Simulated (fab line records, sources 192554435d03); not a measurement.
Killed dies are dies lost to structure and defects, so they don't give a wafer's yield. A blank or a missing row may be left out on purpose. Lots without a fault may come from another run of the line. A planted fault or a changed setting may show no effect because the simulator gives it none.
A struck lot beside a sound one | flow n5_finfet | 24 steps out of a route of 1938
Sound: wafers L549.3, L549.5, L549.6. Struck: wafers L553.3, L553.5, L553.6. The cause comes at the end.
At each step with rows: each side's tool, then ch and its chambers, then its first start. Under that, the readings that differ: sound wafers | struck wafers | difference of the means | sigmas: that difference in standard deviations of wafers without a fault.
alike: readings whose means differ by less than 2 such deviations, and words and numbers that are the same on both sides. not compared: withheld readings, readings that some wafer has no value for, bounds like >300 that may hide the same value, and numbers for which the record gives no deviation and whose values overlap.
The two part at a step that has a row with sigmas, a row that says differs or no value, or rows on one side only. Numbers that don't overlap but have no deviation are shown without sigmas and don't part them. A reading that every wafer of one side lacks parts them only if that side has two wafers or more.

first, 11 steps without rows for these wafers: N5_HKMG_FIN_WET_ETCH_78 (etches Al2O3 in dNH4OH, stops on La2O3, target depth 4.5 nm, rinse time 30 s); N5_HKMG_FIN_ALD_79 (deposits TiN, target thk 1.5 nm, pulse time 1 s, purge time 3 s); N5_HKMG_FIN_CVD_62 (deposits a-Si from Si2H6, target thk 3 nm, time 20.8 s); N5_HKMG_FIN_RTA_80 (time 2 s); N5_HKMG_FIN_PRECLEAN_64 (cleans in dHF, time 30 s); N5_HKMG_FIN_WET_ETCH_65 (etches a-Si in TMAH, stops on TiN, time 49 s, target depth 3 nm); N5_HKMG_FIN_WET_ETCH_81 (etches TiN in SC1, stops on HfO2, time 57 s, target depth 6 nm); N5_HKMG_FIN_WET_ETCH_82 (etches La2O3 in dHCl, stops on HfO2, target depth 2 nm, rinse time 30 s); N5_HKMG_FIN_ALD_36 (deposits TiN, target thk 1 nm, pulse time 1 s, purge time 3 s); N5_HKMG_FIN_PWFM_ALD_03 (deposits TiN, target thk 2 nm, pulse time 1 s, purge time 3 s); N5_HKMG_FIN_COAT_29 (time 60 s, resist thk 300 nm).
N5_HKMG_FIN_COAT_30: time 60 s, resist thk 35 nm.
  sound on litho_track-05 ch 0, day 4 18:24; struck on litho_track-05 ch 0, day 5 20:45
  reading                                     | sound                | struck               | difference | sigmas
  spin_speed_rpm (rpm)                        | 1500.3 1500.2 1499.6 | 1354.4 1353.1 1353.6 | -146.3     | -99 or more
  model.SiARC_of_HKMG_FIN_COAT_30.thk_nm (nm) | 35 35.2 35           | 36.8 37 37           | +1.9       |
  alike: heater_power_total_W
then, 7 steps without rows for these wafers: N5_HKMG_FIN_COAT_06 (resist thk 90 nm); N5_HKMG_FIN_EBR_08; N5_HKMG_FIN_SOFTBAKE_07 (time 60 s); N5_HKMG_FIN_EXPOSE_09 (exposes mask NWFM); N5_HKMG_FIN_PEB_10 (peb time 60 s); N5_HKMG_FIN_DEVELOP_11 (develop time 30 s); N5_HKMG_FIN_DESCUM_17 (chemistry O2, time 7.9 s).
N5_HKMG_FIN_ETCH_31: etches SiARC in CF4, target depth 45.5 nm, time 75.8 s.
  sound on rie_diel-01 ch 0,1,3, day 4 19:06; struck on rie_diel-01 ch 1,2,3, day 5 21:14
  reading                                       | sound             | struck            | difference | sigmas
  etch_rf_on_time_s (s)                         | 76.9 75.6 74.5    | 79.7 82.2 82.6    | +5.8       | +4
  model.etch.depth_nm (nm)                      | 34.98 35.13 35.02 | 36.86 36.93 36.99 | +1.88      |
  model.CAR-ArF_of_HKMG_FIN_COAT_06.thk_nm (nm) | 51.4 51 51.2      | 49.2 49.4 49.2    | -1.9       |
  alike: drypump_motor_current_A, oes_product_au, rf_vpp_V, showerhead_plenum_p_Torr, throttle_valve_pct
  not compared: rf_hours_counter_h
N5_HKMG_FIN_ETCH_32: etches SOC in N2/H2, target depth 240 nm, time 300 s.
  sound on rie_diel-01 ch 0,1,3, day 4 19:09; struck on rie_diel-01 ch 1,2,3, day 5 21:17
  reading                                     | sound          | struck     | difference | sigmas
  model.SiARC_of_HKMG_FIN_COAT_30.thk_nm (nm) | 21.4 21.6 21.2 | 23 23 23.6 | +2         |
  alike: drypump_motor_current_A, oes_product_au, rf_vpp_V, showerhead_plenum_p_Torr, throttle_valve_pct
  not compared: rf_hours_counter_h
then, 1 step without rows for these wafers: N5_HKMG_FIN_STRIP_33 (strips in N2/H2).
-- the record jumps here: 4 days lie between the struck wafers' starts before and after (it left off in module HKMG_FIN and takes up again in module BEOL_M4, whose first step shown is number 1111 of the route) --
N5_BEOL_M4_RC_MEAS_101:
  sound on prober-02 ch 0, day 8 05:37; struck on prober-02 ch 0, day 9 13:43
  reading       | sound          | struck         | difference | sigmas
  DIBL_N (mV/V) | 35.7 39.9 39.4 | 34.0 36.1 32.4 | -4.2       | -3
  VT_P (mV)     | -249 -247 -248 | -256 -251 -257 | -7         | -2
  alike: DIBL_P, IOFF_N, IOFF_P, ION_N, ION_P, SS_N, SS_P, VT_N
-- the record jumps here: 4 days lie between the struck wafers' starts before and after (it left off in module BEOL_M4 and takes up again in module PASSIVATION, whose first step shown is number 1936 of the route) --
N5_PASSIVATION_PROBE_49:
  the record has rows for the struck wafers here (prober-01, day 13 13:19) and none for the sound ones

WHERE THEY PART
First at N5_HKMG_FIN_COAT_30; last, within this record, at N5_PASSIVATION_PROBE_49.

WHY: what the simulator had put in
Process parameter drift: litho_track-05, from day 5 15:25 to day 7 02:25, at N5_HKMG_FIN_COAT_30. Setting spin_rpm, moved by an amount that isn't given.
